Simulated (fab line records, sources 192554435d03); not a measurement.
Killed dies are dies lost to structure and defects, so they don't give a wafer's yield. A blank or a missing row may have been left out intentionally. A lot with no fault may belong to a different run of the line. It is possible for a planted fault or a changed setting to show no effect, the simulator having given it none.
Problem report, 8D (eight disciplines) form, completed by code ; flow n5-finfet ; the parts of the form that need people (team, actions taken, sign-off) are left out

== 1. WHAT IS WRONG ==
killed_at_M0_to_M3 at N5_PASSIVATION_PROBE_49 reads a mean of 120 on 2 wafers of 2 lots; wafers without a fault read 32 with a standard deviation of 9.6. That puts it +9.1 standard deviations away from the usual mean.
First observed at day 16 01:06: wafer L481.3, on prober-02. The record has a number at this step for 6 wafers belonging to 2 lots. Rule for "out", or "out of limits": more than 4 standard deviations from the usual mean. The other wafers with a number count as sound.

== 2. WHAT IT IS AND WHAT IT IS NOT ==
question;is;is not
which readings at this step;killed_at_M0_to_M3, defect-limited-yield, killed-dies, sort_bin_5_function, sort-n-pass, sort-yield-pct;killed_at_M4_up, killed-at-contacts, killed-at-front-end, killed-at-other, killed-open, killed-short
which lots;L481, L482;-
which wafers of those lots;L481.3, L482.3;L481.4, L481.5, L482.2, L482.4
read on which tools;prober-01, prober-02;-
when;from day 16 01:06;"up to then (0 sound wafers); but 4 sound wafers of L481, L482 came after"

== 3. SUSPECTS, AND WHAT RULES EACH OUT ==
Counting: a tool at a process step up to the reading stays a suspect if it ran every lot that is out. Sound lots after the first of them don't rule it out here, since some wafers of a struck lot are sound.
- ald-metal-04 at N5_BEOL_M3_ALD_84 (deposits TaN, pulse time 2 s, purge time 3 s, co reactant purge time 2 s): kept. It ran every lot that is out, first L482 (day 10 22:37).
- rie-diel-04 at N5_MIM_BOT_ETCH_ETCH_04 (etches SiNx in CF4/O2, target depth 26 nm, time 13 s): kept. It ran every lot that is out, first L482 (day 15 11:07).
- rie-metal-03 at N5_MIM_BOT_ETCH_ETCH_00 (etches TiN in Cl2/BCl3, target depth 45.5 nm): kept. It ran every lot that is out, first L482 (day 15 11:19).
- pvd-sputter-02 at N5_PASSIVATION_PRE_CLEAN_19: kept. It ran every lot that is out, first L481 (day 15 17:50).
- ald-metal-04, N5_BEOL_M3_ALD_84: wafers that are out in chamber 2, sound lot-mates in chambers 0, 1, 3.
Left after counting: ald-metal-04 at N5_BEOL_M3_ALD_84, rie-diel-04 at N5_MIM_BOT_ETCH_ETCH_04, rie-metal-03 at N5_MIM_BOT_ETCH_ETCH_00, pvd-sputter-02 at N5_PASSIVATION_PRE_CLEAN_19.

== 4. THE CAUSE (what the simulator had put in) ==
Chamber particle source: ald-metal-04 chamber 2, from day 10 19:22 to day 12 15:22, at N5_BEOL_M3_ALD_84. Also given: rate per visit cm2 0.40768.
Counting leaves 4 suspects; this tool is one of them.

== 5. THE CHAIN OF EFFECTS, in route order ==
One row per reading whose mean, taken over the struck wafers that have a number, lies over 3 standard deviations from the usual. Only readings whose record carries a usual standard deviation are examined. hours: median over the lots of the time between each lot's start at the first step of this table that gives one and its start at this step. sigmas: the change, counted in usual standard deviations.
hours;step;reading;usual;on struck wafers;change;sigmas
0;N5_PASSIVATION_PROBE_49;defect-limited-yield;91.7 %;84.3;-7.4;-4.9
0;N5_PASSIVATION_PROBE_49;killed_at_M0_to_M3;32;120;+88;+9.1
0;N5_PASSIVATION_PROBE_49;killed-dies;98;185;+87;+5.1
0;N5_PASSIVATION_PROBE_49;sort_bin_5_function;4.9 %;9.9;+5.0;+5.4
0;N5_PASSIVATION_PROBE_49;sort-n-pass;1082;995;-87;-5.1
0;N5_PASSIVATION_PROBE_49;sort-yield-pct;91.7 %;84.3;-7.4;-5.3
Its process steps:
- N5_PASSIVATION_PROBE_49

== 6. WHAT WOULD HAVE CAUGHT IT SOONER ==
First out-of-limits reading in this record: day 16 01:06, which is 126 hours after fault onset at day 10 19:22.
An alarm limit of 4 standard deviations would not have fired on the tool readings at N5_BEOL_M3_ALD_84 for which the record gives a usual standard deviation, since none of them was out on any struck wafer.
By day 16 01:06, every lot that is out (2) had started N5_BEOL_M3_ALD_84 on ald-metal-04. Had the tool been put on hold then, not one of them would have been saved.
